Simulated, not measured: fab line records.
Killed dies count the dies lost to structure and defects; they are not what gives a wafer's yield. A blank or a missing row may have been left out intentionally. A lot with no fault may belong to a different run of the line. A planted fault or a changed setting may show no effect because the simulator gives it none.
Struck lot and sound lot, side by side ; flow n5-finfet ; 12 out of 1938 route steps
Sound: these wafers, L280.1, L280.3, L280.5. Wafers struck: L272.3, L272.5, L272.6. The cause is given at the end.
Order at every step that has rows: each side's tool, ch and its chambers, its first start. Under that, the readings that differ: sound wafers ; struck wafers ; difference of the means ; sigmas: that difference in standard deviations of wafers without a fault.
alike: same words and numbers on both sides, and readings whose means sit less than 2 such deviations apart. not compared: any withheld reading, any reading some wafer has no value for, any bound like >300 that may hide the same value, and any number with overlapping values for which the record gives no deviation.
A row with sigmas, a row that says differs or no value, or rows on one side alone: a step with any of these is where the two part. Non-overlapping numbers with no deviation appear without sigmas and do not part them. Lack of a reading on every wafer of one side parts them only where that side has two or more wafers.

N5_START_INSPECT_01: inspects for defects (unpatterned scan).
  sound on defect-inspect-01, day 6 00:02; struck on defect-inspect-02, day 4 00:02
  alike: raw-defect-count
then, 2 steps without rows for these wafers: N5_ZERO_LAYER_PRECLEAN_00 (cleans in SPM, time 600 s); N5_ZERO_LAYER_SRD_01 (time 30 s, dry time 30 s).
N5_ZERO_LAYER_PECVD_02: deposits SiO2 from SiH4/N2O, target thk 10 nm, time 6 s.
  sound on pecvd-01 ch 0,1,2, day 6 00:17; struck on pecvd-02 ch 1,2, day 4 00:17
  alike: heater-power-w, showerhead-plenum-p-Torr
then, 6 steps without rows for these wafers: N5_ZERO_LAYER_HMDS_04 (time 60 s); N5_ZERO_LAYER_COAT_05 (resist thk 1000 nm); N5_ZERO_LAYER_EBR_07; N5_ZERO_LAYER_SOFTBAKE_06 (time 90 s); N5_ZERO_LAYER_EXPOSE_08 (exposes mask ZERO, defocus 0 nm, target cd 2000 nm); N5_ZERO_LAYER_PEB_09.
N5_ZERO_LAYER_DEVELOP_10: develop time 60 s.
  struck on litho-track-03, day 4 00:39; sound on litho-track-04 ch 0, day 6 00:32
  no value came back on the struck wafers for chill-plate-temp-C (C), develop-time-s (s); on the sound wafers chill-plate-temp-C (C) reads 22.84 23.08 22.95
reading;sound;struck;difference;sigmas
model.coat_of_ZERO_LAYER_COAT_05.thk-nm (nm);985.8 985.6 986.6;1002 999 998.8;+14;
then, 1 step without rows for these wafers: N5_ZERO_LAYER_HARDBAKE_23 (time 120 s).

WHERE THEY PART
At N5_ZERO_LAYER_DEVELOP_10 and nowhere else, as far as this record goes.

WHY: whatever the simulator had introduced
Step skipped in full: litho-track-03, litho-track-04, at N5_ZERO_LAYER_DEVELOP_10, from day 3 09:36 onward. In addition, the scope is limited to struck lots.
